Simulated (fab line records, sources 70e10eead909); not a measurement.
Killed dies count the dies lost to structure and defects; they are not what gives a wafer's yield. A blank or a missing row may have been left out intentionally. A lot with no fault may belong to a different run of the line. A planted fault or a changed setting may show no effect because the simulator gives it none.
2 desks, one fault	flow nand-harc	each desk holds nothing but its own numbers, with what lay behind them at the end

## THE METROLOGY DESK
Lot by lot, what the gauges showed, no matter which tool ran the lot: averages of those sampled wafers that carry a number. If a lot's mean is further than 4 standard deviations from the usual mean, the lot is out of limits and carries the mark OUT (the distance appears in the brackets).
Columns: A = cd-nm at NHARC_A_CHANNEL_HOLE_D1_CD_MEAS_30, usual 90.9 nm
lot	first seen here	A
L889	day 8 21:49	91.2
L890	day 9 00:31	91.5
L895	day 11 13:08	91.8
L898	day 12 10:46	92.0
L903	day 14 20:43	91.5
L902	day 15 01:37	89.7
L905	day 15 09:17	91.3
L906	day 15 20:41	92.2
L907	day 16 07:56	89.8
L908	day 17 16:20	89.3
L910	day 17 19:52	89.2
L911	day 18 08:01	92.9
Finding of this desk: none of the 12 lots has anything out of limits.

## DESK OF THE TOOL OWNER: ald-hk-03
The tool's own readings at NHARC_A_CHANNEL_FILL_D1_ALD_16 (deposits SiO2, target thk 1.5 nm, pulse time 10 s, ald cycles 15): means of the sampled wafers that have a number, for each lot that ran on this tool. If a lot's mean is further than 4 standard deviations from the usual mean, the lot is out of limits and carries the mark OUT (the distance appears in the brackets).
Columns: A = heater-power-w at NHARC_A_CHANNEL_FILL_D1_ALD_16, usual 442 W; B = precursor-pulse-height-rel at NHARC_A_CHANNEL_FILL_D1_ALD_16, usual 1.002
lot	first seen here	A	B
L890	day 9 10:21	477	1.012
L895	day 12 02:24	470	0.994
L898	day 13 00:56	466	1.015
L906	day 16 12:16	470	0.999
Finding of this desk: none of the 4 lots has anything out of limits.

## TAKEN TOGETHER
Metrology desk: nothing out of limits seen.
Nothing out of limits was seen by the tool owner's desk.

## WHAT WAS PUT IN BY THE SIMULATOR
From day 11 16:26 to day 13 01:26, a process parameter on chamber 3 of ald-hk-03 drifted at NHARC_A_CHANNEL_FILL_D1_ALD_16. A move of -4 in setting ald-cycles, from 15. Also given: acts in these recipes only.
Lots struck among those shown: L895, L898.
